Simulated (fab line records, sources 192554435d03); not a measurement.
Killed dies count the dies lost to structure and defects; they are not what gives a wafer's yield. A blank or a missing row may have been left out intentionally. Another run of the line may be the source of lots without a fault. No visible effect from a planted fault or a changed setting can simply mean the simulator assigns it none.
Which of the tools did it? / flow n5Finfet / 24 lots with 72 wafers sampled at 6 steps, on a route of 1938 steps

## WHAT THE GAUGES SHOWED, per wafer
N5_DUMMY_GATE_CD_MEAS_50 targets a cd of 14 nm.
lot=L074; measured=day 2 23:33; on=cdSem-01; cdNm (nm)=14.13 14.62 14.18
lot=L075; measured=day 3 08:18; on=cdSem-02; cdNm (nm)=14.08 13.55 14.19
lot=L076; measured=day 3 11:03; on=cdSem-02; cdNm (nm)=13.73 14.28 14.04
lot=L077; measured=day 3 19:24; on=cdSem-01; cdNm (nm)=14.12 14.13 14.58
lot=L078; measured=day 4 00:19; on=cdSem-03; cdNm (nm)=13.78 14.05 14.16
lot=L079; measured=day 4 03:52; on=cdSem-02; cdNm (nm)=13.75 14.21 13.96
lot=L080; measured=day 4 09:41; on=cdSem-02; cdNm (nm)=14.52 13.80 13.79
lot=L081; measured=day 4 17:05; on=cdSem-02; cdNm (nm)=13.71 14.38 14.17
lot=L082; measured=day 4 21:47; on=cdSem-02; cdNm (nm)=13.78 13.99 14.23
lot=L083; measured=day 5 04:07; on=cdSem-01; cdNm (nm)=14.15 13.94 14.07
lot=L084; measured=day 5 09:56; on=cdSem-02; cdNm (nm)=13.78 13.68 13.69
lot=L085; measured=day 5 21:30; on=cdSem-02; cdNm (nm)=14.23 14.52 14.11
lot=L086; measured=day 6 01:40; on=cdSem-02; cdNm (nm)=14.35 14.26 14.14
lot=L087; measured=day 6 07:07; on=cdSem-02; cdNm (nm)=14.10 14.11 13.74
lot=L088; measured=day 6 10:11; on=cdSem-03; cdNm (nm)=13.49 13.94 14.60
lot=L089; measured=day 7 00:36; on=cdSem-02; cdNm (nm)=13.91 14.39 13.90
lot=L090; measured=day 7 03:47; on=cdSem-03; cdNm (nm)=13.74 13.92 13.96
lot=L091; measured=day 7 17:29; on=cdSem-01; cdNm (nm)=14.09 13.76 14.13
lot=L092; measured=day 7 18:38; on=cdSem-02; cdNm (nm)=13.69 13.76 14.14
lot=L093; measured=day 8 07:37; on=cdSem-02; cdNm (nm)=14.24 13.89 14.03
lot=L094; measured=day 8 18:59; on=cdSem-01; cdNm (nm)=13.85 14.32 14.36
lot=L095; measured=day 8 15:50; on=cdSem-01; cdNm (nm)=14.17 14.51 14.62
lot=L096; measured=day 8 19:49; on=cdSem-02; cdNm (nm)=14.04 14.21 14.25
lot=L097; measured=day 8 19:28; on=cdSem-02; cdNm (nm)=14.21 13.89 14.62

N5_DUMMY_GATE_INSPECT_27: inspects for defects (brightfield).
lot=L074; measured=day 3 00:28; on=defectInspect-01; rawDefectCount=329 253 315
lot=L075; measured=day 3 09:13; on=defectInspect-02; rawDefectCount=458 250 165
lot=L076; measured=day 3 11:50; on=defectInspect-01; rawDefectCount=295 428 293
lot=L077; measured=day 3 20:19; on=defectInspect-02; rawDefectCount=130 165 217
lot=L078; measured=day 4 01:06; on=defectInspect-01; rawDefectCount=263 396 298
lot=L079; measured=day 4 04:38; on=defectInspect-01; rawDefectCount=353 239 369
lot=L080; measured=day 4 10:32; on=defectInspect-02; rawDefectCount=292 287 319
lot=L081; measured=day 4 17:52; on=defectInspect-01; rawDefectCount=213 263 259
lot=L082; measured=day 4 22:34; on=defectInspect-02; rawDefectCount=181 245 167
lot=L083; measured=day 5 04:55; on=defectInspect-01; rawDefectCount=398 403 323
lot=L084; measured=day 5 10:57; on=defectInspect-02; rawDefectCount=323 379 350
lot=L085; measured=day 5 22:16; on=defectInspect-02; rawDefectCount=236 185 218
lot=L086; measured=day 6 02:32; on=defectInspect-02; rawDefectCount=177 301 223
lot=L087; measured=day 6 07:53; on=defectInspect-01; rawDefectCount=155 161 262
lot=L088; measured=day 6 10:58; on=defectInspect-02; rawDefectCount=363 271 321
lot=L089; measured=day 7 01:27; on=defectInspect-02; rawDefectCount=339 353 259
lot=L090; measured=day 7 04:34; on=defectInspect-01; rawDefectCount=396 296 252
lot=L091; measured=day 7 18:16; on=defectInspect-02; rawDefectCount=298 178 163
lot=L092; measured=day 7 19:26; on=defectInspect-01; rawDefectCount=190 396 149
lot=L093; measured=day 8 08:23; on=defectInspect-01; rawDefectCount=417 329 280
lot=L094; measured=day 8 19:48; on=defectInspect-01; rawDefectCount=353 385 340
lot=L095; measured=day 8 16:39; on=defectInspect-01; rawDefectCount=402 276 280
lot=L096; measured=day 8 21:05; on=defectInspect-01; rawDefectCount=383 318 347
lot=L097; measured=day 8 20:23; on=defectInspect-02; rawDefectCount=326 553 312

N5_SPACER0_INSPECT_04: inspects for defects (darkfield).
lot=L074; measured=day 3 01:04; on=defectInspect-01; rawDefectCount=145 125 125
lot=L075; measured=day 3 10:10; on=defectInspect-02; rawDefectCount=203 122 101
lot=L076; measured=day 3 12:28; on=defectInspect-02; rawDefectCount=131 150 135
lot=L077; measured=day 3 22:07; on=defectInspect-01; rawDefectCount=80 110 114
lot=L078; measured=day 4 01:47; on=defectInspect-01; rawDefectCount=109 181 128
lot=L079; measured=day 4 05:16; on=defectInspect-01; rawDefectCount=131 106 146
lot=L080; measured=day 4 11:08; on=defectInspect-01; rawDefectCount=129 142 158
lot=L081; measured=day 4 18:40; on=defectInspect-02; rawDefectCount=79 88 88
lot=L082; measured=day 5 00:23; on=defectInspect-01; rawDefectCount=95 121 90
lot=L083; measured=day 5 05:31; on=defectInspect-01; rawDefectCount=175 185 119
lot=L084; measured=day 5 11:54; on=defectInspect-01; rawDefectCount=154 156 160
lot=L085; measured=day 5 23:14; on=defectInspect-02; rawDefectCount=85 93 93
lot=L086; measured=day 6 05:34; on=defectInspect-01; rawDefectCount=81 168 105
lot=L087; measured=day 6 08:44; on=defectInspect-01; rawDefectCount=73 73 108
lot=L088; measured=day 6 11:34; on=defectInspect-01; rawDefectCount=163 134 143
lot=L089; measured=day 7 02:03; on=defectInspect-02; rawDefectCount=148 138 136
lot=L090; measured=day 7 05:38; on=defectInspect-01; rawDefectCount=137 145 139
lot=L091; measured=day 7 18:52; on=defectInspect-01; rawDefectCount=126 77 95
lot=L092; measured=day 7 20:02; on=defectInspect-01; rawDefectCount=117 189 96
lot=L093; measured=day 8 08:59; on=defectInspect-01; rawDefectCount=176 170 120
lot=L094; measured=day 8 20:38; on=defectInspect-01; rawDefectCount=146 172 127
lot=L095; measured=day 8 17:48; on=defectInspect-01; rawDefectCount=188 138 124
lot=L096; measured=day 8 23:13; on=defectInspect-01; rawDefectCount=150 139 143
lot=L097; measured=day 8 21:10; on=defectInspect-01; rawDefectCount=159 240 173

## TOOL THAT RAN EACH LOT (tool first, then ch and the chambers of the sampled wafers, then the start)
lot=L074; N5_FIN_CUT_CUT_ETCH_27=rieDiel-03 ch 0,2,3, day 2 04:08; N5_STI_FIN_REVEAL_ALD_14=aldSin-03 ch 0,1, day 2 04:55; N5_DUMMY_GATE_ETCH_29=rieDiel-06 ch 0,1,2, day 2 23:14
lot=L075; N5_FIN_CUT_CUT_ETCH_27=rieDiel-06 ch 1,3, day 2 10:19; N5_STI_FIN_REVEAL_ALD_14=aldSin-03 ch 0,1,2, day 2 10:51; N5_DUMMY_GATE_ETCH_29=rieDiel-03 ch 0,1, day 3 07:59
lot=L076; N5_FIN_CUT_CUT_ETCH_27=rieDiel-06 ch 1,3, day 2 14:32; N5_STI_FIN_REVEAL_ALD_14=aldSin-03 ch 0,1,2, day 2 15:18; N5_DUMMY_GATE_ETCH_29=rieDiel-03 ch 0,2,3, day 3 10:44
lot=L077; N5_FIN_CUT_CUT_ETCH_27=rieDiel-03 ch 1,2, day 2 22:43; N5_STI_FIN_REVEAL_ALD_14=aldSin-01 ch 1,2,3, day 2 23:27; N5_DUMMY_GATE_ETCH_29=rieDiel-06 ch 0,1,2, day 3 18:59
lot=L078; N5_FIN_CUT_CUT_ETCH_27=rieDiel-06 ch 0,1,2, day 3 05:45; N5_STI_FIN_REVEAL_ALD_14=aldSin-01 ch 0,1,2, day 3 06:16; N5_DUMMY_GATE_ETCH_29=rieDiel-06 ch 0,1,3, day 3 23:47
lot=L079; N5_FIN_CUT_CUT_ETCH_27=rieDiel-06 ch 0,1,3, day 3 08:56; N5_STI_FIN_REVEAL_ALD_14=aldSin-01 ch 0,2,3, day 3 09:35; N5_DUMMY_GATE_ETCH_29=rieDiel-01 ch 1,2,3, day 4 03:33
lot=L080; N5_FIN_CUT_CUT_ETCH_27=rieDiel-01 ch 1,3, day 3 15:12; N5_STI_FIN_REVEAL_ALD_14=aldSin-03 ch 1,2,3, day 3 15:43; N5_DUMMY_GATE_ETCH_29=rieDiel-03 ch 0,2,3, day 4 09:22
lot=L081; N5_FIN_CUT_CUT_ETCH_27=rieDiel-03 ch 0,3, day 3 21:39; N5_STI_FIN_REVEAL_ALD_14=aldSin-03 ch 0,1,3, day 3 22:34; N5_DUMMY_GATE_ETCH_29=rieDiel-06 ch 0,2,3, day 4 16:47
lot=L082; N5_FIN_CUT_CUT_ETCH_27=rieDiel-06 ch 0,2,3, day 4 03:24; N5_STI_FIN_REVEAL_ALD_14=aldSin-03 ch 0,1,2, day 4 03:55; N5_DUMMY_GATE_ETCH_29=rieDiel-01 ch 1,2, day 4 21:28
lot=L083; N5_FIN_CUT_CUT_ETCH_27=rieDiel-03 ch 2,3, day 4 09:59; N5_STI_FIN_REVEAL_ALD_14=aldSin-02 ch 2,3, day 4 10:32; N5_DUMMY_GATE_ETCH_29=rieDiel-06 ch 2,3, day 5 03:48
lot=L084; N5_FIN_CUT_CUT_ETCH_27=rieDiel-01 ch 1,2,3, day 4 15:10; N5_STI_FIN_REVEAL_ALD_14=aldSin-02 ch 0,2,3, day 4 15:41; N5_DUMMY_GATE_ETCH_29=rieDiel-01 ch 0,2,3, day 5 09:37
lot=L085; N5_FIN_CUT_CUT_ETCH_27=rieDiel-01 ch 0,2,3, day 5 01:34; N5_STI_FIN_REVEAL_ALD_14=aldSin-02 ch 0,3, day 5 03:53; N5_DUMMY_GATE_ETCH_29=rieDiel-03 ch 0,1,2, day 5 21:11
lot=L086; N5_FIN_CUT_CUT_ETCH_27=rieDiel-06 ch 0,3, day 5 06:57; N5_STI_FIN_REVEAL_ALD_14=aldSin-02 ch 2,3, day 5 07:28; N5_DUMMY_GATE_ETCH_29=rieDiel-03 ch 1,2, day 6 01:20
lot=L087; N5_FIN_CUT_CUT_ETCH_27=rieDiel-06 ch 1,2, day 5 10:10; N5_STI_FIN_REVEAL_ALD_14=aldSin-01 ch 0,1, day 5 10:59; N5_DUMMY_GATE_ETCH_29=rieDiel-03 ch 0,1,3, day 6 06:46
lot=L088; N5_FIN_CUT_CUT_ETCH_27=rieDiel-03 ch 1,2,3, day 5 15:13; N5_STI_FIN_REVEAL_ALD_14=aldSin-03 ch 2,3, day 5 15:44; N5_DUMMY_GATE_ETCH_29=rieDiel-06 ch 0,1,2, day 6 09:52
lot=L089; N5_FIN_CUT_CUT_ETCH_27=rieDiel-06 ch 0,1,3, day 5 21:29; N5_STI_FIN_REVEAL_ALD_14=aldSin-03 ch 0,1,3, day 5 22:03; N5_DUMMY_GATE_ETCH_29=rieDiel-06 ch 1,2,3, day 7 00:08
lot=L090; N5_FIN_CUT_CUT_ETCH_27=rieDiel-01 ch 0,1,3, day 6 09:02; N5_STI_FIN_REVEAL_ALD_14=aldSin-03 ch 0,1,3, day 6 10:08; N5_DUMMY_GATE_ETCH_29=rieDiel-01 ch 0,1,2, day 7 03:28
lot=L091; N5_FIN_CUT_CUT_ETCH_27=rieDiel-03 ch 1,2,3, day 6 23:21; N5_STI_FIN_REVEAL_ALD_14=aldSin-03 ch 0,1,3, day 6 23:52; N5_DUMMY_GATE_ETCH_29=rieDiel-01 ch 0,1,2, day 7 17:10
lot=L092; N5_FIN_CUT_CUT_ETCH_27=rieDiel-03 ch 0,1,2, day 7 00:11; N5_STI_FIN_REVEAL_ALD_14=aldSin-02 ch 0,2,3, day 7 00:46; N5_DUMMY_GATE_ETCH_29=rieDiel-03 ch 0,1,2, day 7 18:20
lot=L093; N5_FIN_CUT_CUT_ETCH_27=rieDiel-03 ch 2,3, day 7 11:14; N5_STI_FIN_REVEAL_ALD_14=aldSin-02 ch 2,3, day 7 12:01; N5_DUMMY_GATE_ETCH_29=rieDiel-06 ch 0,1, day 8 07:17
lot=L094; N5_FIN_CUT_CUT_ETCH_27=rieDiel-06 ch 0,2,3, day 7 19:08; N5_STI_FIN_REVEAL_ALD_14=aldSin-01 ch 0,3, day 7 19:41; N5_DUMMY_GATE_ETCH_29=rieDiel-06 ch 0,1, day 8 18:38
lot=L095; N5_FIN_CUT_CUT_ETCH_27=rieDiel-01 ch 0,2, day 7 20:48; N5_STI_FIN_REVEAL_ALD_14=aldSin-01 ch 0,1,2, day 7 21:19; N5_DUMMY_GATE_ETCH_29=rieDiel-06 ch 1,2, day 8 15:32
lot=L096; N5_FIN_CUT_CUT_ETCH_27=rieDiel-03 ch 0,1,3, day 7 21:01; N5_STI_FIN_REVEAL_ALD_14=aldSin-03 ch 1,3, day 7 21:37; N5_DUMMY_GATE_ETCH_29=rieDiel-03 ch 2,3, day 8 19:26
lot=L097; N5_FIN_CUT_CUT_ETCH_27=rieDiel-03 ch 0,2,3, day 8 00:10; N5_STI_FIN_REVEAL_ALD_14=aldSin-03 ch 1,2,3, day 8 00:41; N5_DUMMY_GATE_ETCH_29=rieDiel-01 ch 0,2, day 8 19:08
- N5_FIN_CUT_CUT_ETCH_27: etches SiO2 in CHF3/O2, target depth 4 nm, overetch 2 nm, time 4.9 s.
- N5_STI_FIN_REVEAL_ALD_14: deposits Si3N4, target thk 3 nm.
- N5_DUMMY_GATE_ETCH_29: etches underlayer in N2/H2, target depth 13 nm.

## AS READ BY THE TOOLS THEMSELVES (means over the sampled wafers that have a number; for cases with no such wafer, the mark the record gives instead)
N5_FIN_CUT_CUT_ETCH_27.
lot=L074; tool=rieDiel-03; CHF3_flow_sccm (sccm)=49.91; biasW (W)=169.7; drypumpMotorCurrentA (A)=5.3; oesProductAu (a.u.)=0.59; rfVppV (V)=529; showerheadPlenumPTorr (Torr)=2.47; throttleValvePct (%)=19.03
lot=L075; tool=rieDiel-06; CHF3_flow_sccm (sccm)=49.88; biasW (W)=170.2; drypumpMotorCurrentA (A)=5.2; oesProductAu (a.u.)=0.62; rfVppV (V)=524; showerheadPlenumPTorr (Torr)=2.47; throttleValvePct (%)=18.91
lot=L076; tool=rieDiel-06; CHF3_flow_sccm (sccm)=50.06; biasW (W)=169.8; drypumpMotorCurrentA (A)=5.2; oesProductAu (a.u.)=0.61; rfVppV (V)=524; showerheadPlenumPTorr (Torr)=2.47; throttleValvePct (%)=18.91
lot=L077; tool=rieDiel-03; CHF3_flow_sccm (sccm)=50.08; biasW (W)=170.1; drypumpMotorCurrentA (A)=5.4; oesProductAu (a.u.)=0.62; rfVppV (V)=529; showerheadPlenumPTorr (Torr)=2.46; throttleValvePct (%)=18.72
lot=L078; tool=rieDiel-06; CHF3_flow_sccm (sccm)=50.13; biasW (W)=170.0; drypumpMotorCurrentA (A)=6.0; oesProductAu (a.u.)=0.59; rfVppV (V)=523; showerheadPlenumPTorr (Torr)=2.44; throttleValvePct (%)=18.98
lot=L079; tool=rieDiel-06; CHF3_flow_sccm (sccm)=50.00; biasW (W)=170.1; drypumpMotorCurrentA (A)=5.6; oesProductAu (a.u.)=0.61; rfVppV (V)=526; showerheadPlenumPTorr (Torr)=2.47; throttleValvePct (%)=19.01
lot=L080; tool=rieDiel-01; CHF3_flow_sccm (sccm)=50.06; biasW (W)=169.7; drypumpMotorCurrentA (A)=6.2; oesProductAu (a.u.)=0.60; rfVppV (V)=525; showerheadPlenumPTorr (Torr)=2.40; throttleValvePct (%)=18.88
lot=L081; tool=rieDiel-03; CHF3_flow_sccm (sccm)=49.94; biasW (W)=170.3; drypumpMotorCurrentA (A)=5.5; oesProductAu (a.u.)=0.65; rfVppV (V)=524; showerheadPlenumPTorr (Torr)=2.43; throttleValvePct (%)=18.95
lot=L082; tool=rieDiel-06; CHF3_flow_sccm (sccm)=50.02; biasW (W)=170.1; drypumpMotorCurrentA (A)=6.0; oesProductAu (a.u.)=0.63; rfVppV (V)=524; showerheadPlenumPTorr (Torr)=2.43; throttleValvePct (%)=19.00
lot=L083; tool=rieDiel-03; CHF3_flow_sccm (sccm)=50.07; biasW (W)=170.3; drypumpMotorCurrentA (A)=5.1; oesProductAu (a.u.)=0.67; rfVppV (V)=532; showerheadPlenumPTorr (Torr)=2.51; throttleValvePct (%)=18.86
lot=L084; tool=rieDiel-01; CHF3_flow_sccm (sccm)=50.03; biasW (W)=170.1; drypumpMotorCurrentA (A)=6.2; oesProductAu (a.u.)=0.57; rfVppV (V)=521; showerheadPlenumPTorr (Torr)=2.36; throttleValvePct (%)=19.10
lot=L085; tool=rieDiel-01; CHF3_flow_sccm (sccm)=50.06; biasW (W)=170.0; drypumpMotorCurrentA (A)=6.3; oesProductAu (a.u.)=0.58; rfVppV (V)=523; showerheadPlenumPTorr (Torr)=2.33; throttleValvePct (%)=19.23
lot=L086; tool=rieDiel-06; CHF3_flow_sccm (sccm)=50.02; biasW (W)=169.8; drypumpMotorCurrentA (A)=6.0; oesProductAu (a.u.)=0.61; rfVppV (V)=528; showerheadPlenumPTorr (Torr)=2.48; throttleValvePct (%)=19.09
lot=L087; tool=rieDiel-06; CHF3_flow_sccm (sccm)=50.09; biasW (W)=170.4; drypumpMotorCurrentA (A)=6.0; oesProductAu (a.u.)=0.60; rfVppV (V)=520; showerheadPlenumPTorr (Torr)=2.38; throttleValvePct (%)=18.91
lot=L088; tool=rieDiel-03; CHF3_flow_sccm (sccm)=49.93; biasW (W)=170.3; drypumpMotorCurrentA (A)=5.5; oesProductAu (a.u.)=0.65; rfVppV (V)=526; showerheadPlenumPTorr (Torr)=2.43; throttleValvePct (%)=18.70
lot=L089; tool=rieDiel-06; CHF3_flow_sccm (sccm)=50.04; biasW (W)=169.7; drypumpMotorCurrentA (A)=5.6; oesProductAu (a.u.)=0.61; rfVppV (V)=527; showerheadPlenumPTorr (Torr)=2.47; throttleValvePct (%)=19.03
lot=L090; tool=rieDiel-01; CHF3_flow_sccm (sccm)=49.95; biasW (W)=170.2; drypumpMotorCurrentA (A)=6.3; oesProductAu (a.u.)=0.60; rfVppV (V)=524; showerheadPlenumPTorr (Torr)=2.38; throttleValvePct (%)=19.04
lot=L091; tool=rieDiel-03; CHF3_flow_sccm (sccm)=49.89; biasW (W)=170.1; drypumpMotorCurrentA (A)=5.5; oesProductAu (a.u.)=0.65; rfVppV (V)=526; showerheadPlenumPTorr (Torr)=2.43; throttleValvePct (%)=18.71
lot=L092; tool=rieDiel-03; CHF3_flow_sccm (sccm)=50.01; biasW (W)=170.3; drypumpMotorCurrentA (A)=5.6; oesProductAu (a.u.)=0.60; rfVppV (V)=524; showerheadPlenumPTorr (Torr)=2.41; throttleValvePct (%)=18.81
lot=L093; tool=rieDiel-03; CHF3_flow_sccm (sccm)=49.91; biasW (W)=170.4; drypumpMotorCurrentA (A)=5.1; oesProductAu (a.u.)=0.65; rfVppV (V)=532; showerheadPlenumPTorr (Torr)=2.50; throttleValvePct (%)=18.88
lot=L094; tool=rieDiel-06; CHF3_flow_sccm (sccm)=49.82; biasW (W)=170.5; drypumpMotorCurrentA (A)=6.0; oesProductAu (a.u.)=0.61; rfVppV (V)=525; showerheadPlenumPTorr (Torr)=2.42; throttleValvePct (%)=19.03
lot=L095; tool=rieDiel-01; CHF3_flow_sccm (sccm)=49.90; biasW (W)=170.4; drypumpMotorCurrentA (A)=6.5; oesProductAu (a.u.)=0.67; rfVppV (V)=528; showerheadPlenumPTorr (Torr)=2.41; throttleValvePct (%)=19.09
lot=L096; tool=rieDiel-03; CHF3_flow_sccm (sccm)=50.12; biasW (W)=169.7; drypumpMotorCurrentA (A)=5.6; oesProductAu (a.u.)=0.63; rfVppV (V)=523; showerheadPlenumPTorr (Torr)=2.39; throttleValvePct (%)=18.76
lot=L097; tool=rieDiel-03; CHF3_flow_sccm (sccm)=49.86; biasW (W)=170.2; drypumpMotorCurrentA (A)=5.3; oesProductAu (a.u.)=0.63; rfVppV (V)=528; showerheadPlenumPTorr (Torr)=2.46; throttleValvePct (%)=18.93

N5_STI_FIN_REVEAL_ALD_14.
lot=L074; tool=aldSin-03; heaterPowerW (W)=843
lot=L075; tool=aldSin-03; heaterPowerW (W)=905
lot=L076; tool=aldSin-03; heaterPowerW (W)=914
lot=L077; tool=aldSin-01; heaterPowerW (W)=799
lot=L078; tool=aldSin-01; heaterPowerW (W)=834
lot=L079; tool=aldSin-01; heaterPowerW (W)=869
lot=L080; tool=aldSin-03; heaterPowerW (W)=942
lot=L081; tool=aldSin-03; heaterPowerW (W)=847
lot=L082; tool=aldSin-03; heaterPowerW (W)=912
lot=L083; tool=aldSin-02; heaterPowerW (W)=718
lot=L084; tool=aldSin-02; heaterPowerW (W)=735
lot=L085; tool=aldSin-02; heaterPowerW (W)=773
lot=L086; tool=aldSin-02; heaterPowerW (W)=728
lot=L087; tool=aldSin-01; heaterPowerW (W)=840
lot=L088; tool=aldSin-03; heaterPowerW (W)=936
lot=L089; tool=aldSin-03; heaterPowerW (W)=846
lot=L090; tool=aldSin-03; heaterPowerW (W)=856
lot=L091; tool=aldSin-03; heaterPowerW (W)=861
lot=L092; tool=aldSin-02; heaterPowerW (W)=726
lot=L093; tool=aldSin-02; heaterPowerW (W)=727
lot=L094; tool=aldSin-01; heaterPowerW (W)=881
lot=L095; tool=aldSin-01; heaterPowerW (W)=833
lot=L096; tool=aldSin-03; heaterPowerW (W)=897
lot=L097; tool=aldSin-03; heaterPowerW (W)=936

N5_DUMMY_GATE_ETCH_29.
lot=L074; tool=rieDiel-06; biasW (W)=150.3; drypumpMotorCurrentA (A)=6.0; oesProductAu (a.u.)=0.75; rfVppV (V)=525.1; showerheadPlenumPTorr (Torr)=2.57; throttleValvePct (%)=18.04
lot=L075; tool=rieDiel-03; biasW (W)=149.4; drypumpMotorCurrentA (A)=5.7; oesProductAu (a.u.)=0.75; rfVppV (V)=522.9; showerheadPlenumPTorr (Torr)=2.50; throttleValvePct (%)=17.90
lot=L076; tool=rieDiel-03; biasW (W)=150.1; drypumpMotorCurrentA (A)=5.3; oesProductAu (a.u.)=0.84; rfVppV (V)=525.8; showerheadPlenumPTorr (Torr)=2.60; throttleValvePct (%)=17.92
lot=L077; tool=rieDiel-06; biasW (W)=149.6; drypumpMotorCurrentA (A)=6.0; oesProductAu (a.u.)=0.75; rfVppV (V)=524.6; showerheadPlenumPTorr (Torr)=2.57; throttleValvePct (%)=18.04
lot=L078; tool=rieDiel-06; biasW (W)=150.0; drypumpMotorCurrentA (A)=5.6; oesProductAu (a.u.)=0.77; rfVppV (V)=525.6; showerheadPlenumPTorr (Torr)=2.62; throttleValvePct (%)=18.11
lot=L079; tool=rieDiel-01; biasW (W)=150.4; drypumpMotorCurrentA (A)=6.2; oesProductAu (a.u.)=0.73; rfVppV (V)=522.1; showerheadPlenumPTorr (Torr)=2.49; throttleValvePct (%)=18.18
lot=L080; tool=rieDiel-03; biasW (W)=149.8; drypumpMotorCurrentA (A)=5.3; oesProductAu (a.u.)=0.82; rfVppV (V)=525.0; showerheadPlenumPTorr (Torr)=2.60; throttleValvePct (%)=17.92
lot=L081; tool=rieDiel-06; biasW (W)=150.4; drypumpMotorCurrentA (A)=6.0; oesProductAu (a.u.)=0.80; rfVppV (V)=524.3; showerheadPlenumPTorr (Torr)=2.56; throttleValvePct (%)=18.08
lot=L082; tool=rieDiel-01; biasW (W)=150.0; drypumpMotorCurrentA (A)=6.4; oesProductAu (a.u.)=0.73; rfVppV (V)=521.4; showerheadPlenumPTorr (Torr)=2.45; throttleValvePct (%)=18.27
lot=L083; tool=rieDiel-06; biasW (W)=149.5; drypumpMotorCurrentA (A)=5.6; oesProductAu (a.u.)=0.85; rfVppV (V)=523.9; showerheadPlenumPTorr (Torr)=2.54; throttleValvePct (%)=18.06
lot=L084; tool=rieDiel-01; biasW (W)=150.3; drypumpMotorCurrentA (A)=6.3; oesProductAu (a.u.)=0.74; rfVppV (V)=522.0; showerheadPlenumPTorr (Torr)=2.46; throttleValvePct (%)=18.30
lot=L085; tool=rieDiel-03; biasW (W)=149.9; drypumpMotorCurrentA (A)=5.6; oesProductAu (a.u.)=0.76; rfVppV (V)=524.3; showerheadPlenumPTorr (Torr)=2.54; throttleValvePct (%)=17.86
lot=L086; tool=rieDiel-03; biasW (W)=150.1; drypumpMotorCurrentA (A)=5.4; oesProductAu (a.u.)=0.77; rfVppV (V)=524.6; showerheadPlenumPTorr (Torr)=2.59; throttleValvePct (%)=17.80
lot=L087; tool=rieDiel-03; biasW (W)=149.4; drypumpMotorCurrentA (A)=5.7; oesProductAu (a.u.)=0.81; rfVppV (V)=524.2; showerheadPlenumPTorr (Torr)=2.52; throttleValvePct (%)=17.86
lot=L088; tool=rieDiel-06; biasW (W)=149.8; drypumpMotorCurrentA (A)=6.0; oesProductAu (a.u.)=0.74; rfVppV (V)=523.9; showerheadPlenumPTorr (Torr)=2.56; throttleValvePct (%)=18.08
lot=L089; tool=rieDiel-06; biasW (W)=149.6; drypumpMotorCurrentA (A)=5.6; oesProductAu (a.u.)=0.78; rfVppV (V)=524.3; showerheadPlenumPTorr (Torr)=2.55; throttleValvePct (%)=18.02
lot=L090; tool=rieDiel-01; biasW (W)=149.9; drypumpMotorCurrentA (A)=6.4; oesProductAu (a.u.)=0.86; rfVppV (V)=525.2; showerheadPlenumPTorr (Torr)=2.58; throttleValvePct (%)=18.04
lot=L091; tool=rieDiel-01; biasW (W)=150.4; drypumpMotorCurrentA (A)=6.4; oesProductAu (a.u.)=0.84; rfVppV (V)=524.9; showerheadPlenumPTorr (Torr)=2.58; throttleValvePct (%)=18.04
lot=L092; tool=rieDiel-03; biasW (W)=149.8; drypumpMotorCurrentA (A)=5.5; oesProductAu (a.u.)=0.75; rfVppV (V)=523.7; showerheadPlenumPTorr (Torr)=2.54; throttleValvePct (%)=17.87
lot=L093; tool=rieDiel-06; biasW (W)=150.4; drypumpMotorCurrentA (A)=5.6; oesProductAu (a.u.)=0.69; rfVppV (V)=526.2; showerheadPlenumPTorr (Torr)=2.61; throttleValvePct (%)=18.12
lot=L094; tool=rieDiel-06; biasW (W)=150.6; drypumpMotorCurrentA (A)=5.6; oesProductAu (a.u.)=0.68; rfVppV (V)=525.8; showerheadPlenumPTorr (Torr)=2.61; throttleValvePct (%)=18.11
lot=L095; tool=rieDiel-06; biasW (W)=149.7; drypumpMotorCurrentA (A)=5.6; oesProductAu (a.u.)=0.71; rfVppV (V)=524.5; showerheadPlenumPTorr (Torr)=2.55; throttleValvePct (%)=18.02
lot=L096; tool=rieDiel-03; biasW (W)=149.9; drypumpMotorCurrentA (A)=5.1; oesProductAu (a.u.)=0.81; rfVppV (V)=525.7; showerheadPlenumPTorr (Torr)=2.63; throttleValvePct (%)=17.92
lot=L097; tool=rieDiel-01; biasW (W)=149.9; drypumpMotorCurrentA (A)=6.5; oesProductAu (a.u.)=0.84; rfVppV (V)=524.1; showerheadPlenumPTorr (Torr)=2.54; throttleValvePct (%)=18.15

## THE ANSWER, worked out from the rows above alone
Rule: the lots themselves supply what counts as usual. Put in order of their means at a reading, lots are off if they are a third of the lots or fewer, leave a main group of 4 or more, and stand apart from it by a gap of 3 or more times the standard deviation of the main group's means; of several such gaps the widest counts. The tables above print the reading to a certain number of digits; a main group whose means all agree to those digits is not used. Also off: a lot with no number at a reading for which 4 or more lots have one. All remaining lots with rows at the step are treated as sound. After the gauges, taken in route order, come the tools' own readings; for these a lot's mean is taken, as printed above. The first step at which some lot is off is used, and at that step the reading that is off furthest; a lot without a number counts as furthest.
No lot is off at any reading shown: from this, nothing can be told.

## WHAT HAD BEEN PUT IN BY THE SIMULATOR
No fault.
